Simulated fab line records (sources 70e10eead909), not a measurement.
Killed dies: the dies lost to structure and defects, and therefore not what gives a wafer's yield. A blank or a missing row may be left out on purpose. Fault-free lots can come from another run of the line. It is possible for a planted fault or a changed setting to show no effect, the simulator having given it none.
Matching of chambers :: flow nand-harc :: 4 sister chambers for NHARC_P_STI_CMP_21 on cmp-02
The step polishes, t overpolish 20 s, target thk 380.67 nm. 4 wafers are shown with their chamber, then 8 later ones without.

## EACH WAFER AND ITS CHAMBER
wafer: L622.4
chamber: 0
motor-current-A (A): 11.0

wafer: L624.5
chamber: 3
motor-current-A (A): 13.3

wafer: L627.6
chamber: 2
motor-current-A (A): 13.5

wafer: L632.1
chamber: 1
motor-current-A (A): 10.7

## WAFERS WITHOUT THEIR CHAMBER
wafer: L632.3
motor-current-A (A): 10.5

wafer: L632.4
motor-current-A (A): 13.6

wafer: L639.2
motor-current-A (A): 13.4

wafer: L639.4
motor-current-A (A): 10.3

wafer: L639.6
motor-current-A (A): 10.9

wafer: L641.1
motor-current-A (A): 13.5

wafer: L641.4
motor-current-A (A): 10.5

wafer: L641.5
motor-current-A (A): 13.8

## EACH ONE'S CHAMBER
wafer: L632.3
from the rows above: can't be placed: 1 or 0
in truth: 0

wafer: L632.4
from the rows above: can't be placed: 2 or 3
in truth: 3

wafer: L639.2
from the rows above: can't be placed: 2 or 3
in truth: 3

wafer: L639.4
from the rows above: can't be placed: 1 or 0
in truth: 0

wafer: L639.6
from the rows above: can't be placed: 0 or 1
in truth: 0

wafer: L641.1
from the rows above: can't be placed: 2 or 3
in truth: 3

wafer: L641.4
from the rows above: can't be placed: 1 or 0
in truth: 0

wafer: L641.5
from the rows above: can't be placed: 2 or 3
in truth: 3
Correct placement for 0 of the 8. Unplaceable from these rows: 8, with the true chamber sitting among the candidates in 8. Number placed wrongly: 0.
How it was worked out, from the rows above alone: a wafer's distance from a chamber is the root of the sum, over the readings, of the square of ((its reading less the chamber's mean) divided by the reading's scatter). The wafer belongs to the nearest chamber; if the next one is less than 2 further off, it can't be placed. For every chamber, the mean is computed from those of its wafers that are shown. The scatter (one wafer shown for each chamber): square how far every hidden wafer sits from the nearest shown wafer, average those squares and take the square root.
